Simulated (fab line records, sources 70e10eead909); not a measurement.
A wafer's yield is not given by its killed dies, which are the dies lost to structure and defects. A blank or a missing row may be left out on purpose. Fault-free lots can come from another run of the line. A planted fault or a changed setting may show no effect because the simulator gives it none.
A struck lot beside a sound one || flow nand_harc || 15 steps out of a route of 1302
Sound: the wafers L215.1, L215.4, L215.5. Wafers struck: L226.1, L226.5, L226.6. The cause is given at the end.
For every step that has rows: the tool of each side, followed by ch and its chambers, followed by its first start. Under that, the readings that differ: sound wafers || struck wafers || difference of the means || sigmas: that difference in standard deviations of wafers without a fault.
alike: same words and numbers on both sides, and readings whose means sit less than 2 such deviations apart. not compared: any withheld reading, any reading some wafer has no value for, any bound like >300 that may hide the same value, and any number with overlapping values for which the record gives no deviation.
The two part at a step that has a row with sigmas, a row that says differs or no value, or rows on one side only. When numbers do not overlap yet have no deviation, they are printed without sigmas and do not part them. A reading missing from all wafers of one side parts the sides only when that side holds two or more wafers.

first, 1 step without rows for these wafers: NHARC_A_CONTACT_ETCH_137 (etches the open film in C4F8/O2/Ar, time 311 s, target depth 1912 nm).
NHARC_A_CONTACT_ETCH_138: etches the open film in C4F8/O2/Ar, time 311 s, target depth 1914 nm.
  sound on har_cap_etch-01 ch 0,1, day 26 01:17; struck on har_cap_etch-01 ch 0,1, day 30 17:27
  alike: chamber_pressure_mTorr
  not compared: rf_hours_counter_h
then, 2 steps without rows for these wafers: NHARC_A_CONTACT_ETCH_139 (etches the open film in C4F8/O2/Ar, time 195 s, target depth 840 nm); NHARC_A_CONTACT_ETCH_92 (etches the open film in CH3F/O2, target depth 40 nm, time 85.7 s).
NHARC_A_CONTACT_ETCH_98: etches the open film in C4F6/O2, target depth 20 nm, time 10 s.
  sound: rie_diel-05 ch 1,2; struck: rie_diel-05 ch 0,2,3
  alike: chamber_pressure_mTorr, drypump_motor_current_A, oes_product_au, rf_vpp_V, showerhead_plenum_p_Torr, throttle_valve_pct
  not compared: rf_hours_counter_h
NHARC_A_CONTACT_CD_MEAS_15:
  struck on cd_sem-03, day 30 18:30; sound on cd_sem-01, day 26 02:20
  alike: cd_nm
then, 3 steps without rows for these wafers: NHARC_A_CONTACT_STRIP_107 (strips in N2/H2); NHARC_A_CONTACT_STRIP_108 (strips in CF4/CHF3); NHARC_A_CONTACT_STRIP_109 (strips in O2/COS).
NHARC_A_CONTACT_ETCH_110: etches the open film in CF4/O2, target depth 60 nm, overetch 6 nm, time 33 s.
  sound on rie_diel-12 ch 1,3, day 26 02:40; struck on rie_diel-05 ch 0,3, day 30 19:16
  alike: chamber_pressure_mTorr, drypump_motor_current_A, oes_product_au, rf_vpp_V, showerhead_plenum_p_Torr, throttle_valve_pct
  not compared: rf_hours_counter_h
NHARC_A_CONTACT_STRIP_26: strips in O2.
  sound: rie_diel-12 ch 1,3; struck: rie_diel-05 ch 1,2,3
{"reading": "oes_product_au (a.u.)", "sound": "1.001 1.013 1.004", "struck": "0.973 0.982 0.995", "difference": -0.023, "sigmas": -2}
  alike: chamber_pressure_mTorr, drypump_motor_current_A, rf_vpp_V, showerhead_plenum_p_Torr, throttle_valve_pct
  not compared: rf_hours_counter_h
then, 1 step without rows for these wafers: NHARC_A_CONTACT_STRIP_27 (strips in post etch residue remover, time 600 s).
NHARC_A_CONTACT_ALD_18: deposits TiN, target thk 3 nm, pulse time 1 s, ald cycles 150.
  sound on ald_metal-03 ch 2,3, day 26 03:22; struck on ald_metal-02 ch 0,1,3, day 30 19:58
{"reading": "ald_cycles", "sound": "150 150 150", "struck": "52 52 52", "difference": -98, "sigmas": ""}
  alike: heater_power_w, precursor_pulse_height_rel
NHARC_A_CONTACT_CVD_19: deposits W, target thk 300 nm, time 802 s.
  sound: cvd_w-01 ch 0,1; struck: cvd_w-01 ch 0,1
  alike: heater_power_w, throttle_valve_pct
-- the record jumps here: 2 days lie between the struck wafers' starts before and after (it left off in module A_CONTACT and takes up again in module END, whose first step shown is number 1302 of the route) --
NHARC_END_SORT_01:
  at this point the record logs the struck wafers (prober-02 ch 0, day 32 21:01) and has no rows for the sound ones

WHERE THEY PART
First at NHARC_A_CONTACT_STRIP_26; last, within this record, at NHARC_END_SORT_01.

WHY: whatever the simulator had introduced
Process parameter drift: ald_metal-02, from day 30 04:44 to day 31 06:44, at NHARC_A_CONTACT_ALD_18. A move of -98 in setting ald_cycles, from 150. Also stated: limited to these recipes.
